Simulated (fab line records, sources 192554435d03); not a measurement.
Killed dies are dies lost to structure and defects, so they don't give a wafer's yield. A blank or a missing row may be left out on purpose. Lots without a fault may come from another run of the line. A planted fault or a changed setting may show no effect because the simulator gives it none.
fab line records | flow n5_finfet | part 2 of 2: steps 5 to 6 of 6
record lots=21 wafers=63 last_day=20
route steps=1938 shown SDB@376 DUMMY_REMOVAL@377 HKMG_FIN@439
lots that met no fault: from a run of the same line without faults
start_h: hours from the record's first day to the start of the lot's first wafer shown | wait_h: hours since the lot's step before | " the same as in the row above | L1.1+2: a row that stands for several wafers | - no value, or no start given | * or withheld: withheld | < > ~ a bound
route shown NAME@n: a module of which the file shows steps, and the number in the route of the first | usual: mean/standard deviation of fault-free wafers | same: alike in all rows | chamber/n: place in a boat | sites: the reading at each site | _std_site: their standard deviation | _edge_site: outer sites' mean less inner sites' | radius_mm: how far each site lies from the wafer's centre | mask NAME#n: copy n | behind: the tool/chamber that last shaped the wafer | hold: why the lot was held/for how many hours/how that ended | device: the transistor (n, p or np) that didn't switch | end of line: the same wafers' tests at the end of the route | a step without rows: its recipe alone | killed: dies lost to structure and defects at the first sort, not the wafer's yield | map: a wafer's dies, x killed, . not, _ none there
set.NAME: the setting as run; set.NAME@STEP: as run at that earlier step | model.NAME: the simulator's own value behind a step, which no gauge read
steps of the route over a sample of lots; a table a step, a row a wafer
services: from which hour (start_h, from the record's first day; less than 0 if before it) a tool's chamber was out of use, for how many hours, and why
## steps
# step N5_HKMG_FIN_ETCHBACK_68
# recipe chemistry=Cl2/Ar stop_on=HfO2 target_depth_a=5 pressure_mtorr=10 icp_w=600 bias_w=60 Cl2_flow_sccm=40 Ar_flow_sccm=60
# usual bias_w=60.04/0.2 drypump_motor_current_A=5.66/0.15 mfc_cl2_sccm=40.00/0.13 oes_product_au=0.76/0.14 throttle_valve_pct=20.99/0.3
# columns lot.wafer tool chamber start_h wait_h bias_w drypump_motor_current_A mfc_cl2_sccm oes_product_au rf_hours_counter_h throttle_valve_pct
L074.2 rie_metal-02 0 77.70 0.0 60.03 5.65 39.92 0.84 24 20.58
L074.3 " 1 " " 60.37 5.39 39.90 0.83 - 20.82
L074.5 " 0 " " 60.01 5.62 40.08 0.83 - 20.60
L075.3 rie_metal-01 1 89.74 0.1 60.02 5.83 40.14 0.56 - 21.31
L075.5 " 1 " " 60.36 5.85 40.09 0.56 - 21.31
L075.6 " 1 " " 60.30 5.87 40.03 0.56 - 21.28
L076.1 rie_metal-03 0 94.54 0.0 60.03 5.71 40.11 0.62 106 21.37
L076.4 " 1 " " 60.20 5.73 39.73 0.60 - 20.91
L076.5 " 1 " " 59.93 5.76 39.80 0.60 - 20.92
L077.1 rie_metal-02 0 100.56 0.0 60.13 5.64 40.18 0.83 26 20.60
L077.4 " 1 " " 60.25 5.33 40.28 0.83 - 20.82
L077.5 " 0 " " 60.39 5.66 40.01 0.83 - 20.61
L078.1 rie_metal-02 1 101.31 0.1 60.21 5.33 40.00 0.82 23 20.82
L078.3 " 1 " " 59.69 5.35 40.02 0.83 - 20.82
L078.6 " 1 " " 59.85 5.35 40.13 0.82 - 20.82
L080.1 rie_metal-01 0 114.77 0.0 60.09 5.73 40.16 0.96 2 20.87
L080.3 " 0 " " 59.90 5.72 39.82 0.97 - 20.89
L080.6 " 0 " " 60.01 5.73 39.89 0.96 - 20.87
L081.2 rie_metal-03 1 120.09 0.0 60.06 5.71 39.97 0.59 147 20.93
L081.3 " 1 " " 59.96 5.77 40.06 0.59 - 20.93
L081.4 " 0 " " 60.31 5.72 40.08 0.62 - 21.37
L082.2 rie_metal-02 1 124.88 0.0 60.11 5.32 40.19 0.82 24 20.83
L082.4 " 1 " " 60.10 5.30 39.87 0.81 - 20.82
L082.5 " 1 " " 59.74 5.31 40.01 0.82 - 20.83
L083.2 rie_metal-01 0 135.74 0.0 60.02 5.74 39.95 0.94 5 20.89
L083.5 " 0 " " 60.22 5.74 40.04 0.93 - 20.89
L083.6 " 1 " " 59.77 5.89 40.11 0.93 - 21.17
L084.1 rie_metal-01 0 137.83 0.0 60.17 5.76 40.10 0.93 5 20.89
L084.4 " 0 " " 59.72 5.72 40.19 0.94 - 20.90
L084.6 " 0 " " 60.09 5.72 40.17 0.93 - 20.90
L085.1 rie_metal-03 0 144.15 0.0 60.02 5.72 39.90 0.61 112 21.38
L085.2 " 1 " " 59.66 5.73 39.91 0.59 150 20.93
L085.4 " 1 " " 59.80 5.71 40.03 0.59 - 20.94
L086.2 rie_metal-03 0 152.20 0.1 59.97 5.70 40.22 0.61 - 21.39
L086.4 " 0 " " 60.26 5.69 40.09 0.61 - 21.37
L086.6 " 0 " " 59.98 5.69 40.17 0.61 - 21.38
L087.1 rie_metal-03 0 154.03 0.0 60.26 5.69 40.00 0.61 113 21.37
L087.2 " 0 " " 59.92 5.68 40.19 0.61 - 21.37
L087.4 " 0 " " 60.05 5.68 40.18 0.61 - 21.38
L088.1 rie_metal-02 1 161.72 0.0 60.02 5.30 39.94 0.80 26 20.83
L088.2 " 0 " " 60.19 5.65 39.94 0.81 30 20.62
L088.6 " 0 " " 60.11 5.66 39.86 0.81 - 20.61
L089.1 rie_metal-03 1 170.87 0.0 60.21 5.74 40.04 0.97 0 20.71
L089.2 " 0 " " 59.87 5.70 39.98 0.60 114 21.38
L089.6 " 0 " " 60.18 5.68 39.91 0.61 - 21.37
L090.1 rie_metal-03 0 173.75 0.0 60.22 5.71 40.04 0.60 115 21.38
L090.3 " 0 " " 60.08 5.71 39.96 0.61 - 21.40
L090.5 " 1 " " 60.26 5.74 39.96 0.96 - 20.70
L093.3 rie_metal-01 0 190.22 0.1 59.97 5.73 40.07 0.90 - 20.92
L093.4 " 1 " " 60.28 5.84 39.95 0.90 - 21.20
L093.6 " 1 " " 60.10 5.84 40.01 0.89 - 21.19
L094.4 rie_metal-02 0 197.13 0.1 60.16 5.64 40.12 0.81 - 20.61
L094.5 " 1 " " 59.58 5.31 39.92 0.80 - 20.82
L094.6 " 0 " " 59.87 5.66 39.96 0.81 - 20.62
L095.2 rie_metal-02 1 200.51 0.0 60.08 5.33 39.88 0.80 30 20.83
L095.4 " 1 " " 60.24 5.34 39.74 0.80 - 20.83
L095.5 " 0 " " 59.93 5.64 39.82 0.80 - 20.63
L096.2 rie_metal-03 1 213.42 0.0 59.75 5.74 39.93 0.92 4 20.71
L096.3 " 1 " " 59.81 5.75 39.89 0.89 - 20.75
L096.4 " 0 " " 60.09 5.70 39.98 0.60 - 21.38
L097.1 rie_metal-03 0 219.69 0.0 60.21 5.70 39.98 0.59 120 21.40
L097.4 " 1 " " 60.29 5.77 39.99 0.91 - 20.69
L097.6 " 1 " " 60.47 5.74 40.07 0.92 - 20.72
# step N5_HKMG_FIN_STRIP_69
# recipe chemistry=N2/H2 power_w=2500 temp_c=300 h2_frac=0.65 time_s=360 pressure_mtorr=withheld n2_flow_sccm=1750 h2_flow_sccm=3250
# usual drypump_motor_current_A=6.07/0.18 heater_power_w=446/30
# columns lot.wafer tool chamber start_h wait_h drypump_motor_current_A heater_power_w rf_hours_counter_h
L074.2 plasma_asher-02 0 77.84 0.1 6.17 432 87
L074.3 " 1 " " 5.75 484 -
L074.5 " 0 " " 6.16 441 -
L075.3 plasma_asher-01 0 90.04 0.3 6.10 410 -
L075.5 " 1 " " 6.21 445 -
L075.6 " 0 " " 6.09 410 -
L076.1 plasma_asher-02 0 94.68 0.1 6.18 429 90
L076.4 " 0 " " 6.18 433 -
L076.5 " 0 " " 6.19 444 -
L077.1 plasma_asher-01 0 100.70 0.1 6.08 409 41
L077.4 " 0 " " 6.09 410 -
L077.5 " 0 " " 6.11 406 -
L078.1 plasma_asher-02 1 101.45 0.1 5.78 501 92
L078.3 " 1 " " 5.78 486 -
L078.6 " 1 " " 5.78 472 -
L080.1 plasma_asher-01 0 115.10 0.3 6.08 407 44
L080.3 " 0 " " 6.07 401 -
L080.6 " 0 " " 6.06 403 -
L081.2 plasma_asher-02 0 120.23 0.1 6.20 426 96
L081.3 " 0 " " 6.20 434 -
L081.4 " 1 " " 5.75 487 -
L082.2 plasma_asher-01 1 125.02 0.1 6.27 460 46
L082.4 " 0 " " 6.07 406 -
L082.5 " 0 " " 6.08 399 -
L083.2 plasma_asher-01 1 135.88 0.1 6.26 468 48
L083.5 " 0 " " 6.08 402 -
L083.6 " 1 " " 6.27 456 -
L084.1 plasma_asher-02 1 137.97 0.1 5.77 484 99
L084.4 " 0 " " 6.20 434 -
L084.6 " 0 " " 6.20 438 -
L085.1 plasma_asher-01 1 144.29 0.1 6.27 469 49
L085.2 " 0 " " 6.10 408 49
L085.4 " 0 " " 6.09 405 -
L086.2 plasma_asher-01 0 152.42 0.2 6.07 406 51
L086.4 " 1 " " 6.19 453 -
L086.6 " 1 " " 6.18 462 -
L087.1 plasma_asher-01 0 154.30 0.2 6.10 404 52
L087.2 " 1 " " 6.21 459 52
L087.4 " 1 " " 6.25 459 -
L088.1 plasma_asher-01 0 161.91 0.2 6.13 411 54
L088.2 " 1 " " 6.21 452 54
L088.6 " 1 " " 6.24 452 -
L089.1 plasma_asher-01 0 171.01 0.1 6.09 408 56
L089.2 " 1 " " 6.22 454 56
L089.6 " 1 " " 6.16 469 -
L090.1 plasma_asher-01 1 173.89 0.1 6.30 463 57
L090.3 " 0 " " 6.09 409 -
L090.5 " 1 " " 6.20 444 -
L093.3 plasma_asher-02 1 190.44 0.2 5.76 487 -
L093.4 " 0 " " 6.16 442 -
L093.6 " 1 " " 5.76 480 -
L094.4 plasma_asher-02 0 197.35 0.2 6.16 438 -
L094.5 " 0 " " 6.16 431 -
L094.6 " 1 " " 5.75 489 -
L095.2 plasma_asher-02 1 200.65 0.1 5.76 489 109
L095.4 " 0 " " 6.19 450 -
L095.5 " 1 " " 5.75 494 -
L096.2 plasma_asher-01 1 213.56 0.1 6.22 456 63
L096.3 " 0 " " 6.12 414 -
L096.4 " 1 " " 6.24 454 -
L097.1 plasma_asher-02 1 219.83 0.1 5.78 490 113
L097.4 " 0 " " 6.18 449 -
L097.6 " 0 " " 6.16 430 -
## services
# columns tool chamber start_h hours kind
rie_diel-06 - 46.09 0.8 repair
rie_diel-04 2 60.97 - clean
rie_diel-04 2 60.97 - consumable_replace:focus_ring
rie_diel-04 2 60.97 17.9 scheduled_down
rie_diel-04 2 60.97 17.9 vent_cycle
rie_metal-01 1 91.64 9.4 repair
plasma_asher-02 - 102.12 0.7 repair
rie_metal-02 - 104.55 2.1 repair
rie_diel-02 2 105.66 4.1 repair
rie_diel-02 0 109.46 16.2 repair
rie_diel-02 3 114.40 6.5 repair
rie_diel-03 1 114.46 10.7 repair
rie_metal-03 0 134.70 7.3 repair
rie_diel-03 3 139.89 3.5 repair
rie_metal-02 - 146.01 0.5 repair
plasma_asher-01 - 149.75 0.5 repair
plasma_asher-02 - 158.29 5.8 repair
rie_diel-02 2 162.48 6.6 repair
rie_diel-06 3 163.11 4.1 repair
rie_diel-01 2 171.91 16.9 repair
rie_metal-01 - 193.38 14.6 pm
rie_diel-04 2 196.85 3.7 repair
rie_metal-03 1 198.13 8.4 repair
rie_diel-03 3 200.07 23.7 repair
